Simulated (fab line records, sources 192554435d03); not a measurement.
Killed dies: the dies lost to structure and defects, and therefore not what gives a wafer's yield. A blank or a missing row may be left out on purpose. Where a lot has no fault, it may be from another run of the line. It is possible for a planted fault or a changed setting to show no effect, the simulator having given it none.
Chamber matching    flow n5_finfet    rie_diel-04 running N5_BEOL_M8_DESCUM_16: 4 sister chambers
The step chemistry O2, time 7.9 s. 20 wafers are shown with their chamber, then 10 later ones without.

## EACH WAFER AND ITS CHAMBER
wafer   chamber  drypump_motor_current_A (A)  showerhead_plenum_p_Torr (Torr)  throttle_valve_pct (%)
L075.2  2        5.5                          2.05                             20.38
L075.5  2        5.5                          2.05                             20.38
L075.6  3        6.3                          2.17                             20.43
L076.3  2        5.6                          2.05                             20.39
L076.4  1        6.6                          2.15                             20.50
L076.5  0        6.0                          1.98                             20.24
L079.2  0        6.0                          1.98                             20.25
L079.4  2        5.5                          2.05                             20.40
L079.6  2        5.5                          2.05                             20.39
L081.4  3        6.3                          2.16                             20.46
L081.5  3        6.3                          2.16                             20.45
L081.6  2        5.5                          2.05                             20.42
L087.2  0        6.0                          1.97                             20.27
L087.4  1        6.6                          2.14                             20.52
L087.6  0        6.0                          1.97                             20.28
L089.1  2        5.5                          2.04                             20.44
L089.4  1        6.6                          2.14                             20.53
L089.6  2        5.5                          2.04                             20.44
L093.4  1        6.6                          2.14                             20.53
L093.5  3        6.3                          2.16                             20.02

SIGNATURES, as means of the wafers listed above
reading                   chamber 0  chamber 1  chamber 2  chamber 3  scatter within a chamber
drypump_motor_current_A   6.000      6.600      5.513      6.300      0.0234
showerhead_plenum_p_Torr  1.9750     2.1425     2.0475     2.1625     0.005
throttle_valve_pct        20.2600    20.5200    20.4050    20.3400    0.0945
Rule: for a wafer and a chamber, the distance is found by dividing, reading by reading, the gap between the wafer's reading and the chamber's mean by the reading's scatter, squaring, summing and taking the root. If the next closest chamber is less than 2 further off than the closest, the wafer can't be placed; otherwise it belongs to the closest. The scatter: the root of (the sum of the squares of (reading less its chamber's mean) over the shown wafers, divided by (wafers less chambers)).

## WAFERS WITH NO CHAMBER GIVEN
wafer   drypump_motor_current_A (A)  showerhead_plenum_p_Torr (Torr)  throttle_valve_pct (%)
L093.6  5.5                          2.04                             20.45
L094.1  5.5                          2.04                             20.45
L094.4  6.3                          2.16                             20.03
L094.6  6.6                          2.14                             20.52
L092.1  5.5                          2.04                             20.46
L092.3  6.0                          1.97                             20.33
L092.4  6.3                          2.16                             20.02
L096.2  5.5                          2.04                             20.45
L096.4  6.0                          1.96                             20.31
L096.5  6.6                          2.14                             20.55

## EACH ONE'S CHAMBER
wafer   from the rows above  in truth
L093.6  2                    2
L094.1  2                    2
L094.4  3                    3
L094.6  1                    1
L092.1  2                    2
L092.3  0                    0
L092.4  3                    3
L096.2  2                    2
L096.4  0                    0
L096.5  1                    1
Correctly placed: 10 of 10. Not placeable from these rows: 0. Number placed wrongly: 0.
